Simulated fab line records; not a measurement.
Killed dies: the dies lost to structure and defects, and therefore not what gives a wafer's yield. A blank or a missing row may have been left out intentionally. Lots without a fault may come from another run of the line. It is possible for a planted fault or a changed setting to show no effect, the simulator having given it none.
Chamber matching + flow nand-harc + rie-diel-08 running NHARC_A_STAIRCASE_DESCUM_219: 4 sister chambers
The step chemistry O2, time 3 s. 4 wafers are shown with their chamber, then 9 later ones without.

## WAFERS PAIRED WITH THEIR CHAMBERS
| wafer  | chamber | drypump-motor-current-A (A) |
|--------|---------|-----------------------------|
| L080.1 | 3       | 5.5                         |
| L080.3 | 1       | 5.5                         |
| L083.1 | 0       | 5.7                         |
| L083.6 | 2       | 6.0                         |

## WAFERS WHOSE CHAMBER IS MISSING
| wafer  | drypump-motor-current-A (A) |
|--------|-----------------------------|
| L085.1 | 5.7                         |
| L085.4 | 6.0                         |
| L085.6 | 5.5                         |
| L089.1 | 6.0                         |
| L089.5 | 5.5                         |
| L089.6 | 6.0                         |
| L095.1 | 6.0                         |
| L095.2 | 5.8                         |
| L095.4 | 5.5                         |

## CHAMBER TAKEN BY EACH
| wafer  | from the rows above     | in truth |
|--------|-------------------------|----------|
| L085.1 | 0                       | 0        |
| L085.4 | 2                       | 2        |
| L085.6 | can't be placed: 1 or 3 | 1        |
| L089.1 | 2                       | 2        |
| L089.5 | can't be placed: 1 or 3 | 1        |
| L089.6 | 2                       | 2        |
| L095.1 | 2                       | 2        |
| L095.2 | 0                       | 0        |
| L095.4 | can't be placed: 1 or 3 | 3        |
Correctly placed: 6 of 9. Not placeable from these rows: 3 (in 3, the candidates include the true chamber). Placed wrongly: 0.
How it was worked out, from the rows above alone: a wafer's distance from a chamber is the root of the sum, over the readings, of the square of ((its reading less the chamber's mean) divided by the reading's scatter). The wafer belongs to the nearest chamber; if the next one is less than 2 further off, it can't be placed. A chamber's mean is the mean of its shown wafers. The scatter: with one shown wafer a chamber, the root of the mean of the squares of how far each hidden wafer lies from its nearest shown one.
